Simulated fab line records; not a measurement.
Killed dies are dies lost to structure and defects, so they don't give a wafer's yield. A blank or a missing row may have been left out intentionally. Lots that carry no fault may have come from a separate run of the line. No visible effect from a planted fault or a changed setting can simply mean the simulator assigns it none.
Split-lot study -- flow n5_finfet -- 21 wafers read across 7 lots, on a route 1938 steps long

## THE SPLIT
At N5_BEOL_M9_TRENCH_ETCH_37 (etches SiCOH lowk in C4F6/O2, target depth 151.43 nm, time 49 s), the setting bias_w was moved away from the recipe's 185 W on 4 of the 21 wafers read, by -14.1% to -12.1%. For the rest of the wafers, this setting stayed at what the recipe calls for.

## FROM THE SPLIT TO THE READING: what the file shows between them, 4 steps
- N5_BEOL_M9_ETCH_41: etches SiCN in CH3F/O2, target depth 36.6 nm, time 70.1 s
- N5_BEOL_M9_STRIP_80: strips in N2/H2, time 10 s
- N5_BEOL_M9_ANNEAL_51: time 90 s
- N5_BEOL_M9_CMP_52: polishes, stops on SiCOH lowk, t overpolish 7 s, target thk 140 nm

## THE READING
M9_THK, in nm, at N5_BEOL_M9_THK_MEAS_53 (measures by xrf). Typical for fault-free wafers on this fab line: 140.2 nm, with standard deviation 3 nm.

wafer,"tool, chamber at the split","bias_w as run, W",against the recipe,"M9_THK, nm",against lot-mates on the recipe
L076.1,"rie_diel-02, 1",185,recipe,142.1,-
L076.3,"rie_diel-02, 0",162.7,-12.1%,132.1,-10.0
L076.5,"rie_diel-02, 1",162.7,-12.1%,134.3,-7.8
L085.3,"rie_diel-01, 0",158.9,-14.1%,134.9,-10.0
L085.4,"rie_diel-01, 2",185,recipe,144.9,-
L085.6,"rie_diel-01, 2",158.9,-14.1%,137.2,-7.7
L086.1,"rie_diel-04, 0",185,recipe,136.3,-
L086.2,"rie_diel-04, 1",185,recipe,140.2,-
L086.3,"rie_diel-04, 3",185,recipe,141.3,-
L090.3,"rie_diel-01, 0",185,recipe,139.8,-
L090.4,"rie_diel-01, 3",185,recipe,141.2,-
L090.5,"rie_diel-01, 0",185,recipe,141.0,-
L092.2,"rie_diel-01, 2",185,recipe,142.7,-
L092.3,"rie_diel-01, 3",185,recipe,142.6,-
L092.6,"rie_diel-01, 3",185,recipe,145.2,-
L095.4,"rie_diel-01, 0",185,recipe,137.5,-
L095.5,"rie_diel-01, 0",185,recipe,136.9,-
L095.6,"rie_diel-01, 3",185,recipe,140.6,-
L097.1,"rie_diel-04, 1",185,recipe,141.6,-
L097.4,"rie_diel-04, 2",185,recipe,138.4,-
L097.5,"rie_diel-04, 1",185,recipe,139.9,-

FIT RESULTS
A straight line over all 21 wafers: M9_THK changes by +0.452 nm for each +1% of bias_w; r = +0.70; the points scatter about the line by 2.5 nm.
The same after taking each lot's own level away (the mean of its wafers on the recipe; 21 wafers): +0.673 nm for each +1%; r = +0.93; scatter 1.4 nm.
The reading moves by 9.5 nm for the largest change in bias_w, on that fit.
The lots' own levels span 138.33 to 144.90 nm, that is 2.2 times the standard deviation above.
So the lot-to-lot level blurs the effect unless lot-mates are compared.
Check: for one of the wafers moved furthest among these (-14.1%), held out of the fit, the line's prediction against its lot-mates is -9.31 nm. Against them it came out at -10 nm.
Tool readings at the split's step, against how far the setting was moved: rf_vpp_V r = +0.97.

## OTHER SPLITS ON THESE WAFERS
Other splits were also applied to these wafers ahead of the reading. Each is held against what the fit with the lots' levels taken away leaves over:
other split on the same wafers,wafers away from the commonest value,r with M9_THK (lot level and that fit taken away)
N5_BEOL_M6_ALD_77 ald_cycles,4,-0.08
N5_BEOL_M8_ILD_DEP_00 time_s,7,+0.17
N5_BEOL_M9_EXPOSE_08 dose_mj,7,+0.16
N5_BEOL_M9_ETCH_62 time_s,8,-0.16

## THE WHOLE CHAIN: every reading that the file lists as answering this split, in the file's order
step,what it does,reading,change (the file's fit),r (the file's)
N5_BEOL_M9_TRENCH_ETCH_37,"etches SiCOH lowk in C4F6/O2, target depth 151.43 nm, time 49 s",rf_vpp_V,+5.77 V for each +1% of the setting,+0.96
N5_BEOL_M9_THK_MEAS_53,measures by xrf,M9_THK,+0.673 for each +1% of the setting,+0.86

## THE FILE'S OWN FIT
M9_THK changes by +0.673 nm for each +1% of bias_w, r = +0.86.
